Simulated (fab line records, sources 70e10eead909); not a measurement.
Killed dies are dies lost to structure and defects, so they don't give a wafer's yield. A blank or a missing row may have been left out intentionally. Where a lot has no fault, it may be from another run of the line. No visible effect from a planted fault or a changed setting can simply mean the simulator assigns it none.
Chamber matching ; flow nand_harc ; NHARC_A_STAIRCASE_DESCUM_186 on rie_diel-08: 4 sister chambers
The step chemistry O2, time 3 s. 14 wafers are shown with their chamber, then 7 later ones without.

WAFERS WITH THEIR CHAMBER
wafer;chamber;drypump_motor_current_A (A);oes_product_au (a.u.);showerhead_plenum_p_Torr (Torr)
L075.3;3;6.3;0.983;2.06
L075.5;0;4.9;0.991;1.76
L075.6;1;6.5;1.011;1.87
L078.2;0;4.8;1.006;2.07
L078.4;1;6.5;1.006;1.87
L078.5;0;4.9;0.996;2.07
L079.3;3;6.3;0.987;2.05
L079.4;2;5.5;0.997;1.93
L079.5;2;5.5;0.991;1.93
L084.1;2;5.5;0.995;1.93
L084.3;1;6.5;1.002;1.86
L084.6;1;6.5;1.005;1.86
L091.1;2;5.5;0.996;1.92
L091.5;2;5.5;0.988;1.92

SIGNATURES (averages over the wafers above)
reading;chamber 0;chamber 1;chamber 2;chamber 3;scatter within a chamber
drypump_motor_current_A;4.867;6.500;5.500;6.300;0.0258
oes_product_au;0.99767;1.00600;0.99340;0.98500;0.00473
showerhead_plenum_p_Torr;1.9667;1.8650;1.9260;2.0550;0.0802
Rule: distance of a wafer from a chamber = root of the sum over the readings of ((wafer's reading minus chamber's mean) / reading's scatter) squared. The wafer belongs to the nearest chamber; if the next one is less than 2 further off, it can't be placed. How the scatter is found: for the shown wafers, subtract from each reading the mean of its chamber, square and add these, divide the total by (wafers less chambers), then take the root.

WAFERS MISSING THEIR CHAMBER
wafer;drypump_motor_current_A (A);oes_product_au (a.u.);showerhead_plenum_p_Torr (Torr)
L091.6;6.3;0.981;2.04
L090.1;6.5;1.004;1.85
L090.2;6.2;0.983;2.04
L090.3;4.8;1.006;2.06
L094.1;6.3;0.971;2.03
L094.3;6.5;1.011;1.85
L094.4;5.5;1.012;1.92

THE CHAMBER EACH PASSED THROUGH
wafer;from the rows above;in truth
L091.6;3;3
L090.1;1;1
L090.2;3;3
L090.3;0;0
L094.1;3;3
L094.3;1;1
L094.4;2;2
Correctly placed: 7 of 7. Number that these rows cannot place: 0. Number placed wrongly: 0.
